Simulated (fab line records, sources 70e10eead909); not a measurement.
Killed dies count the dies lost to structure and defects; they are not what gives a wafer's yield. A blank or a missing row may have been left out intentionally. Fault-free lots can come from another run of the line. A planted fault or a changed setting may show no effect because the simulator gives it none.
Chamber matching | flow nandHarc | NHARC_P_M2_STRIP_18 on rieDiel-13: 4 sister chambers
The step strips in N2/H2. 4 wafers are shown with their chamber, then 12 later ones without.

WAFERS WITH THEIR CHAMBER
wafer  | chamber | drypumpMotorCurrentA (A)
L089.5 | 1       | 6.5
L091.1 | 3       | 6.1
L091.2 | 2       | 5.7
L091.3 | 0       | 5.6

WAFERS WITHOUT THEIR CHAMBER
wafer  | drypumpMotorCurrentA (A)
L093.2 | 5.7
L093.3 | 6.4
L093.5 | 6.1
L095.2 | 5.7
L095.5 | 5.6
L095.6 | 6.1
L096.3 | 6.1
L096.5 | 6.1
L096.6 | 5.7
L097.1 | 5.7
L097.2 | 6.1
L097.4 | 5.6

WHICH CHAMBER EACH ONE RAN IN
wafer  | from the rows above | in truth
L093.2 | 2                   | 2
L093.3 | 1                   | 1
L093.5 | 3                   | 3
L095.2 | 2                   | 2
L095.5 | 0                   | 0
L095.6 | 3                   | 3
L096.3 | 3                   | 3
L096.5 | 3                   | 3
L096.6 | 2                   | 2
L097.1 | 2                   | 2
L097.2 | 3                   | 3
L097.4 | 0                   | 0
Placed correctly: 12 of 12. Can't be placed from these rows: 0. Wrongly placed: 0.
How it was worked out, from the rows above alone: a wafer's distance from a chamber is the root of the sum, over the readings, of the square of ((its reading less the chamber's mean) divided by the reading's scatter). If the next closest chamber is less than 2 further off than the closest, the wafer can't be placed; otherwise it belongs to the closest. For every chamber, the mean is computed from those of its wafers that are shown. The scatter: root of mean squared gap, hidden wafer to nearest shown wafer, with one shown wafer a chamber.
